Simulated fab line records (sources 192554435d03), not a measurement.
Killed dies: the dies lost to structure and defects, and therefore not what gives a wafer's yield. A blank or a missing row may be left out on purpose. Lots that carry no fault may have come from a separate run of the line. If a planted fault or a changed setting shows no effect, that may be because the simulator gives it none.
Code-filled problem report in 8D (eight disciplines) form -- flow n5-finfet -- the parts of the form that need people (team, actions taken, sign-off) are left out

1. THE PROBLEM
etch-rf-on-time-s at N5_BEOL_M10_ETCH_65 reads a mean of 39.3 s on 2 wafers of 1 lot; wafers without a fault read 64.4 s with a standard deviation of 1. That puts it -25 standard deviations away from the usual mean.
The step: etches SiARC in CF4, target depth 39 nm, time 65 s.
First observed at day 13 05:14: wafer L653.3, on rie-diel-04. Wafers with a number at this step in the record: 32, from 11 lots. Rule for "out" (also "out of limits"): further than 4 standard deviations from the usual mean. The rest of the wafers with a number are treated as sound.

2. WHAT IT IS AND WHAT IT IS NOT
question,is,is not
which readings at this step,"etch-rf-on-time-s, oes-product-au","drypump-motor-current-A, rf-vpp-V, showerhead-plenum-p-Torr, throttle-valve-pct"
which lots,L653,"L642, L643, L645, L646, L647, L648, L649, L661, L662, L663"
which wafers of those lots,all that have a number,-
read on which tools,rie-diel-04,"rie-diel-01, rie-diel-02"
when,from day 13 05:14,"up to then (21 sound wafers); but 9 sound wafers of L661, L662, L663 came after"

3. THE SUSPECTS, EACH WITH WHAT RULES IT OUT
Counting: any tool at a process step up to the reading is kept as a suspect provided that every lot that is out went through it and no sound lot did after the first of them.
- pvd-sputter-03 at N5_BEOL_M10_HM_DEP_02 (deposits TiN, target thk 20 nm): ruled out as a lasting fault. Sound lots L663 ran on it after its first lot that is out, L653 (day 13 02:28).
- rie-diel-04 at N5_BEOL_M10_STRIP_67 (strips in CF4): kept. It ran the lot that is out, L653 (day 13 03:47), and no sound lot after that; its last sound lot up to then is L648 (day 11 19:35).
- rie-diel-04 at N5_BEOL_M10_ETCH_65 (etches SiARC in CF4, target depth 39 nm, time 65 s): kept. It ran the lot that is out, L653 (day 13 05:14), and no sound lot after that; its last sound lot up to then is L647 (day 12 02:05). Out on those wafers are its own readings of etch-rf-on-time-s, oes-product-au.
After counting, rie-diel-04 at N5_BEOL_M10_STRIP_67 and rie-diel-04 at N5_BEOL_M10_ETCH_65 remain.

4. THE CAUSE (what the simulator had put in)
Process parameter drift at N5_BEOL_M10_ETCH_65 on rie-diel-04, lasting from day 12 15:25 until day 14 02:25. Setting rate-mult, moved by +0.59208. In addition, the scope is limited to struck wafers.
Counting left 2 suspects, and this tool is among them.

5. SEQUENCE OF EFFECTS, ordered by route
One row per reading whose mean, taken over the struck wafers that have a number, lies over 3 standard deviations from the usual. Only readings for which the record gives a usual standard deviation are gone through. hours: the time from each lot's start at the first step in this table that gives one to its start at this step, as a median over the lots. sigmas: the change in usual standard deviations.
hours,step,reading,usual,on struck wafers,change,sigmas
0,N5_BEOL_M10_ETCH_65,etch-rf-on-time-s,64.4 s,39.3,-25.1,-25
0,N5_BEOL_M10_ETCH_65,oes-product-au,0.69 a.u.,0.97,+0.29,+4.3
The process steps in it:
- N5_BEOL_M10_ETCH_65: etches SiARC in CF4, target depth 39 nm, time 65 s.

6. WHAT WOULD HAVE CAUGHT IT SOONER
14 hours passed between the start of the fault at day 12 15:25 and the first reading out of limits in this record, taken at day 13 05:14.
